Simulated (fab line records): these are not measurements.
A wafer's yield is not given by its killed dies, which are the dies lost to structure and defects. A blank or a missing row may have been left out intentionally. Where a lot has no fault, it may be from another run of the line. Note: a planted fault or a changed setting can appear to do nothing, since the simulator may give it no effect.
Split-lot trial || flow n5Finfet || 21 wafers read from 7 lots, route of 1938 steps

THE SPLIT
At N5_BEOL_M0_SAQP_COAT_08 (resist thk 90 nm), the setting spinRpm was moved away from the recipe's 1500 rpm on 5 of the 21 wafers read, by +3.7% to +10.8%. This setting was run at the recipe's value on the other wafers.

FROM THE SPLIT TO THE READING: what the file shows between them, 3 steps
- N5_BEOL_M0_SAQP_EBR_10
- N5_BEOL_M0_SAQP_SOFTBAKE_09: time 60 s
- N5_BEOL_M0_SAQP_DESCUM_19: chemistry O2, time 7.9 s

THE READING
CAR-ArF_of_BEOL_M0_SAQP_COAT_08.thkNm (the simulator's own value, which no gauge read), in nm, at N5_BEOL_M0_SAQP_ETCH_83 (etches SiARC in CF4, target depth 39 nm, time 65 s). The file does not state a usual value for it. Average 55.4 nm, standard deviation 0.2 nm, over the 16 wafers here run with the recipe.

{"wafer": "L084.3", "tool, chamber at the split": "lithoTrack-05, 0", "spinRpm as run, rpm": 1662, "against the recipe": "+10.8%", "CAR-ArF_of_BEOL_M0_SAQP_COAT_08.thkNm, nm": 51.4, "against lot-mates on the recipe": -4.2}
{"wafer": "L084.4", "tool, chamber at the split": "lithoTrack-05, 0", "spinRpm as run, rpm": 1500, "against the recipe": "recipe", "CAR-ArF_of_BEOL_M0_SAQP_COAT_08.thkNm, nm": 55.4, "against lot-mates on the recipe": "-"}
{"wafer": "L084.5", "tool, chamber at the split": "lithoTrack-05, 0", "spinRpm as run, rpm": 1500, "against the recipe": "recipe", "CAR-ArF_of_BEOL_M0_SAQP_COAT_08.thkNm, nm": 55.8, "against lot-mates on the recipe": "-"}
{"wafer": "L086.3", "tool, chamber at the split": "lithoTrack-02, 0", "spinRpm as run, rpm": 1500, "against the recipe": "recipe", "CAR-ArF_of_BEOL_M0_SAQP_COAT_08.thkNm, nm": 55.4, "against lot-mates on the recipe": "-"}
{"wafer": "L086.5", "tool, chamber at the split": "lithoTrack-02, 0", "spinRpm as run, rpm": 1500, "against the recipe": "recipe", "CAR-ArF_of_BEOL_M0_SAQP_COAT_08.thkNm, nm": 55.6, "against lot-mates on the recipe": "-"}
{"wafer": "L086.6", "tool, chamber at the split": "lithoTrack-02, 0", "spinRpm as run, rpm": 1500, "against the recipe": "recipe", "CAR-ArF_of_BEOL_M0_SAQP_COAT_08.thkNm, nm": 55.2, "against lot-mates on the recipe": "-"}
{"wafer": "L089.1", "tool, chamber at the split": "lithoTrack-02, 0", "spinRpm as run, rpm": 1594, "against the recipe": "+6.3%", "CAR-ArF_of_BEOL_M0_SAQP_COAT_08.thkNm, nm": 52.6, "against lot-mates on the recipe": -3.0}
{"wafer": "L089.2", "tool, chamber at the split": "lithoTrack-02, 0", "spinRpm as run, rpm": 1500, "against the recipe": "recipe", "CAR-ArF_of_BEOL_M0_SAQP_COAT_08.thkNm, nm": 55.6, "against lot-mates on the recipe": "-"}
{"wafer": "L089.6", "tool, chamber at the split": "lithoTrack-02, 0", "spinRpm as run, rpm": 1594, "against the recipe": "+6.3%", "CAR-ArF_of_BEOL_M0_SAQP_COAT_08.thkNm, nm": 52.8, "against lot-mates on the recipe": -2.8}
{"wafer": "L090.3", "tool, chamber at the split": "lithoTrack-02, 0", "spinRpm as run, rpm": 1556, "against the recipe": "+3.7%", "CAR-ArF_of_BEOL_M0_SAQP_COAT_08.thkNm, nm": 53.6, "against lot-mates on the recipe": -1.4}
{"wafer": "L090.4", "tool, chamber at the split": "lithoTrack-02, 0", "spinRpm as run, rpm": 1556, "against the recipe": "+3.7%", "CAR-ArF_of_BEOL_M0_SAQP_COAT_08.thkNm, nm": 54, "against lot-mates on the recipe": -1.0}
{"wafer": "L090.6", "tool, chamber at the split": "lithoTrack-02, 0", "spinRpm as run, rpm": 1500, "against the recipe": "recipe", "CAR-ArF_of_BEOL_M0_SAQP_COAT_08.thkNm, nm": 55, "against lot-mates on the recipe": "-"}
{"wafer": "L091.3", "tool, chamber at the split": "lithoTrack-01, 0", "spinRpm as run, rpm": 1500, "against the recipe": "recipe", "CAR-ArF_of_BEOL_M0_SAQP_COAT_08.thkNm, nm": 55.4, "against lot-mates on the recipe": "-"}
{"wafer": "L091.6", "tool, chamber at the split": "lithoTrack-01, 0", "spinRpm as run, rpm": 1500, "against the recipe": "recipe", "CAR-ArF_of_BEOL_M0_SAQP_COAT_08.thkNm, nm": 55.4, "against lot-mates on the recipe": "-"}
{"wafer": "L091.4", "tool, chamber at the split": "lithoTrack-01, 0", "spinRpm as run, rpm": 1500, "against the recipe": "recipe", "CAR-ArF_of_BEOL_M0_SAQP_COAT_08.thkNm, nm": 55.2, "against lot-mates on the recipe": "-"}
{"wafer": "L094.1", "tool, chamber at the split": "lithoTrack-01, 0", "spinRpm as run, rpm": 1500, "against the recipe": "recipe", "CAR-ArF_of_BEOL_M0_SAQP_COAT_08.thkNm, nm": 55.4, "against lot-mates on the recipe": "-"}
{"wafer": "L094.2", "tool, chamber at the split": "lithoTrack-01, 0", "spinRpm as run, rpm": 1500, "against the recipe": "recipe", "CAR-ArF_of_BEOL_M0_SAQP_COAT_08.thkNm, nm": 55.2, "against lot-mates on the recipe": "-"}
{"wafer": "L094.5", "tool, chamber at the split": "lithoTrack-01, 0", "spinRpm as run, rpm": 1500, "against the recipe": "recipe", "CAR-ArF_of_BEOL_M0_SAQP_COAT_08.thkNm, nm": 55.2, "against lot-mates on the recipe": "-"}
{"wafer": "L097.1", "tool, chamber at the split": "lithoTrack-01, 0", "spinRpm as run, rpm": 1500, "against the recipe": "recipe", "CAR-ArF_of_BEOL_M0_SAQP_COAT_08.thkNm, nm": 55.4, "against lot-mates on the recipe": "-"}
{"wafer": "L097.2", "tool, chamber at the split": "lithoTrack-01, 0", "spinRpm as run, rpm": 1500, "against the recipe": "recipe", "CAR-ArF_of_BEOL_M0_SAQP_COAT_08.thkNm, nm": 55.6, "against lot-mates on the recipe": "-"}
{"wafer": "L097.6", "tool, chamber at the split": "lithoTrack-01, 0", "spinRpm as run, rpm": 1500, "against the recipe": "recipe", "CAR-ArF_of_BEOL_M0_SAQP_COAT_08.thkNm, nm": 55.6, "against lot-mates on the recipe": "-"}

THE FIT
A straight line over all 21 wafers: CAR-ArF_of_BEOL_M0_SAQP_COAT_08.thkNm changes by -0.396 nm for each +1% of spinRpm; r = -0.98; the points scatter about the line by 0.22 nm.
The same after taking each lot's own level away (the mean of its wafers on the recipe; 21 wafers): -0.407 nm for each +1%; r = -0.99; scatter 0.21 nm.
The reading moves by 4.4 nm for the largest change in spinRpm, on that fit.
The lots' own levels span 55.00 to 55.60 nm, that is 3.0 times the standard deviation above.
So the lot-to-lot level changes the slope little: the two slopes agree.
Check: -4.62 nm against its lot-mates is what the line predicts for one of the wafers moved furthest among these (+10.8%) when that wafer is left out of the fit. Against them it came out at -4.2 nm.

FURTHER SPLITS ON THESE WAFERS
These wafers also went through other splits before the reading. Each is held against what the fit with the lots' levels taken away leaves over:
{"other split on the same wafers": "N5_HKMG_FIN_EXPOSE_46 doseMj", "wafers away from the commonest value": 7, "r with CAR-ArF_of_BEOL_M0_SAQP_COAT_08.thkNm (lot level and that fit taken away)": "+0.05"}
{"other split on the same wafers": "N5_GATE_CUT_ALD_22 aldCycles", "wafers away from the commonest value": 7, "r with CAR-ArF_of_BEOL_M0_SAQP_COAT_08.thkNm (lot level and that fit taken away)": -0.08}
{"other split on the same wafers": "N5_MOL_CONTACT_COAG_COAT_104 spinRpm", "wafers away from the commonest value": 4, "r with CAR-ArF_of_BEOL_M0_SAQP_COAT_08.thkNm (lot level and that fit taken away)": "+0.62"}
{"other split on the same wafers": "N5_MOL_CONTACT_COAG_ETCH_91 sourceW", "wafers away from the commonest value": 6, "r with CAR-ArF_of_BEOL_M0_SAQP_COAT_08.thkNm (lot level and that fit taken away)": -0.08}

THE WHOLE CHAIN: every reading that the file lists as answering this split, in the file's order
{"step": "N5_BEOL_M0_SAQP_COAT_08", "what it does": "resist thk 90 nm", "reading": "CAR-ArF_of_BEOL_M0_SAQP_COAT_08.thkNm (the simulator's own value, which no gauge read)", "change (the file's fit)": "-0.406 nm for each +1% of the setting", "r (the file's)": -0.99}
{"step": "N5_BEOL_M0_SAQP_ETCH_83", "what it does": "etches SiARC in CF4, target depth 39 nm, time 65 s", "reading": "CAR-ArF_of_BEOL_M0_SAQP_COAT_08.thkNm (the simulator's own value, which no gauge read)", "change (the file's fit)": "-0.4 nm for each +1% of the setting", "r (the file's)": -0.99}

FILE'S OWN FIT
CAR-ArF_of_BEOL_M0_SAQP_COAT_08.thkNm changes by -0.4 nm for each +1% of spinRpm, r = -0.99.
